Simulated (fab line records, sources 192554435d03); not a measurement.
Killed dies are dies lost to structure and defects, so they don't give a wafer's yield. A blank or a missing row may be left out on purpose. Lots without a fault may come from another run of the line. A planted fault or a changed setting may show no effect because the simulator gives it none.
Split-lot experiment | flow n5_finfet | 7 lots, 21 wafers read, on a route of 1938 steps

THE SPLIT
At N5_BEOL_M2_ALD_98 (deposits SiO2, target thk 2.5 nm, pulse time 1 s, co reactant pulse time 1 s), the setting ald_cycles was moved away from the recipe's 17 on 5 of the 21 wafers read, by +5.9% to +11.8%. The other wafers ran this setting at the recipe's value.

The reading is taken at the split's own step.

THE READING
SiO2_of_BEOL_M2_ALD_98.thk_nm (the simulator's own value, which no gauge read), in nm, at N5_BEOL_M2_ALD_98 (deposits SiO2, target thk 2.5 nm, pulse time 1 s, co reactant pulse time 1 s). The file gives no usual value for it. The 16 wafers here that ran the recipe average 2.5 nm, standard deviation 0.097 nm.

wafer  | tool, chamber at the split | ald_cycles as run | against the recipe | SiO2_of_BEOL_M2_ALD_98.thk_nm, nm | against lot-mates on the recipe
L079.3 | ald_sin-02, 0,2,3          | 17                | recipe             | 2.4                               | -
L079.5 | ald_sin-02, 0,2,3          | 17                | recipe             | 2.4                               | -
L079.6 | ald_sin-02, 0,2,3          | 17                | recipe             | 2.4                               | -
L080.1 | ald_sin-04, 1,2,3          | 17                | recipe             | 2.6                               | -
L080.5 | ald_sin-04, 1,2,3          | 17                | recipe             | 2.6                               | -
L080.6 | ald_sin-04, 1,2,3          | 17                | recipe             | 2.6                               | -
L086.1 | ald_sin-02, 2,3            | 19                | +11.8%             | 2.8                               | +0.4
L086.3 | ald_sin-02, 2,3            | 19                | +11.8%             | 2.8                               | +0.4
L086.2 | ald_sin-02, 0              | 17                | recipe             | 2.4                               | -
L087.1 | ald_sin-04, 1              | 17                | recipe             | 2.4                               | -
L087.4 | ald_sin-04, 2,3            | 17                | recipe             | 2.6                               | -
L087.5 | ald_sin-04, 2,3            | 17                | recipe             | 2.6                               | -
L088.1 | ald_sin-02, 1,3            | 17                | recipe             | 2.6                               | -
L088.3 | ald_sin-02, 1,3            | 17                | recipe             | 2.6                               | -
L088.6 | ald_sin-02, 2              | 19                | +11.8%             | 2.8                               | +0.2
L089.2 | ald_sin-03, 1,3            | 18                | +5.9%              | 2.6                               | +0.2
L089.4 | ald_sin-03, 1,3            | 18                | +5.9%              | 2.6                               | +0.2
L089.6 | ald_sin-03, 2              | 17                | recipe             | 2.4                               | -
L093.4 | ald_sin-04, 1,2,1          | 17                | recipe             | 2.6                               | -
L093.5 | ald_sin-04, 1,2,1          | 17                | recipe             | 2.6                               | -
L093.6 | ald_sin-04, 1,2,1          | 17                | recipe             | 2.6                               | -
Where a row lists several chambers, the file gives one row for several wafers and doesn't say which wafer went through which chamber.

THE FIT
A straight line over all 21 wafers: SiO2_of_BEOL_M2_ALD_98.thk_nm changes by +0.0222 nm for each +1% of ald_cycles; r = +0.74; the points scatter about the line by 0.091 nm.
The same after taking each lot's own level away (the mean of its wafers on the recipe; 21 wafers): +0.029 nm for each +1%; r = +0.92; scatter 0.054 nm.
On that fit, the largest move of ald_cycles shifts the reading by 0.34 nm.
The lots' own levels span 2.40 to 2.60 nm, that is 2.1 times the standard deviation above.
So the lot-to-lot level blurs the effect unless lot-mates are compared.
Check: with one of the wafers moved furthest among these (+11.8%) left out of the fit, the line predicts +0.32 nm for it against its lot-mates. It came out at +0.4 nm against them.

OTHER SPLITS ON THESE WAFERS
These wafers also went through other splits before the reading. Each is held against what the fit with the lots' levels taken away leaves over:
other split on the same wafers   | wafers away from the commonest value | r with SiO2_of_BEOL_M2_ALD_98.thk_nm (lot level and that fit taken away)
N5_BEOL_M1_EXPOSE_08 dose_mj     | 9                                    | +0.04
N5_BEOL_M1_CMP_52 down_force_psi | 5                                    | -0.13
N5_BEOL_M2_EXPOSE_25 dose_mj     | 10                                   | +0.28

THE FILE'S OWN FIT
SiO2_of_BEOL_M2_ALD_98.thk_nm changes by +0.0264 nm for each +1% of ald_cycles, r = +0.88.
